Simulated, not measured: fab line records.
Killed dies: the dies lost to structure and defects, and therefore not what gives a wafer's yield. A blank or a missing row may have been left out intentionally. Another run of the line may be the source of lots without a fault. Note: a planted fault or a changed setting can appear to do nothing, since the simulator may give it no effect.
Commonality check across tools -- flow nand_harc -- 3 lots, 9 wafers sampled

WHY THIS WAS OPENED
Flagged at NHARC_END_SORT_01: reading killed_at_other, on 2 of 3 lots. No-fault wafers: 0.6, standard deviation 1.
Rule: a lot is flagged in two cases, either no wafer of it has a number, or all its wafers with numbers fall more than 4 standard deviations from that mean. As for the other lots, they are considered sound.

lot,measured,on,"killed_at_other, wafer by wafer",flag
L501,day 21 03:04,prober-01,0 0 0,
L507,day 22 16:02,prober-01,631 639 626,FLAGGED
L509,day 23 12:03,prober-02,650 642 646,FLAGGED
The numbers of the flagged lots are 639.0 on average: +638.4 against the usual, or +99 or more standard deviations.

WHICH TOOL EACH LOT WENT THROUGH
Before the reading, the record contains 3 process steps out of a 1159-step route. Every cell lists first the tool, next ch and the chambers used by the sampled wafers, and last the start.
lot,flag,NHARC_THIN_TSV_ETCH_15,NHARC_THIN_TSV_PRE_CLEAN_50,NHARC_THIN_TSV_ETCH_59
L501,,"rie_si-02 ch 1,2,3, day 20 02:44","pvd_sputter-01, day 20 08:22 or earlier","rie_metal-01 ch 0,1, day 20 08:22"
L507,FLAGGED,"rie_si-02 ch 1,2, day 21 22:07","pvd_sputter-02, day 22 03:52 or earlier","rie_metal-02 ch 1, day 22 03:52"
L509,FLAGGED,"rie_si-02 ch 0,1,3, day 22 23:17","pvd_sputter-03, day 23 04:40 or earlier","rie_metal-02 ch 0,1, day 23 04:40"
What these steps do:
- NHARC_THIN_TSV_ETCH_15: target depth 3000 nm, bosch target overetch cycles 2, bosch etch step 2.8 s.
- NHARC_THIN_TSV_PRE_CLEAN_50: time 30 s.
- NHARC_THIN_TSV_ETCH_59: etches the open film in Cl2/BCl3, target depth 880 nm, time 138.1 s.
- NHARC_END_SORT_01

FLAGGED AGAINST TOTAL, ONE TOOL AT A TIME (gauges that did the reading follow at the end)
step,tool,lots run,flagged,share of the flagged lots,sound lots run after its first flagged lot
NHARC_THIN_TSV_ETCH_15,rie_si-02,3,2,all,0
NHARC_THIN_TSV_PRE_CLEAN_50,pvd_sputter-01,1,0,none,-
NHARC_THIN_TSV_PRE_CLEAN_50,pvd_sputter-02,1,1,some,0
NHARC_THIN_TSV_PRE_CLEAN_50,pvd_sputter-03,1,1,some,0
NHARC_THIN_TSV_ETCH_59,rie_metal-01,1,0,none,-
NHARC_THIN_TSV_ETCH_59,rie_metal-02,2,2,all,0
NHARC_END_SORT_01,prober-01,2,1,some,0
NHARC_END_SORT_01,prober-02,1,1,some,0
NHARC_THIN_TSV_PRE_CLEAN_50 gives no start for some lots, so the hours and the order of its lots are those of NHARC_THIN_TSV_ETCH_59.

WHAT THE TABLE PERMITS
rie_si-02 at NHARC_THIN_TSV_ETCH_15 and rie_metal-02 at NHARC_THIN_TSV_ETCH_59 are the 2 rows of the table that ran each flagged lot.
- rie_si-02 at NHARC_THIN_TSV_ETCH_15 ran 3 lots, 2 of them flagged. Its last sound lot is L501 (day 20 02:44), its first flagged lot L507 (day 21 22:07): a fault that began between those two fits.
- rie_metal-02 at NHARC_THIN_TSV_ETCH_59 ran 2 lots, 2 of them flagged. It ran no sound lot before its first flagged lot in this sample, so the start can't be narrowed down. Its own readings (oes_product_au) fall more than 4 standard deviations out on all wafers of the flagged lots.
Counting lots can't tell these 2 tools apart, because each fits a fault that began at some hour. More lots, or a look at what each step does to the wafer, might.

WHAT HAD BEEN PUT IN BY THE SIMULATOR
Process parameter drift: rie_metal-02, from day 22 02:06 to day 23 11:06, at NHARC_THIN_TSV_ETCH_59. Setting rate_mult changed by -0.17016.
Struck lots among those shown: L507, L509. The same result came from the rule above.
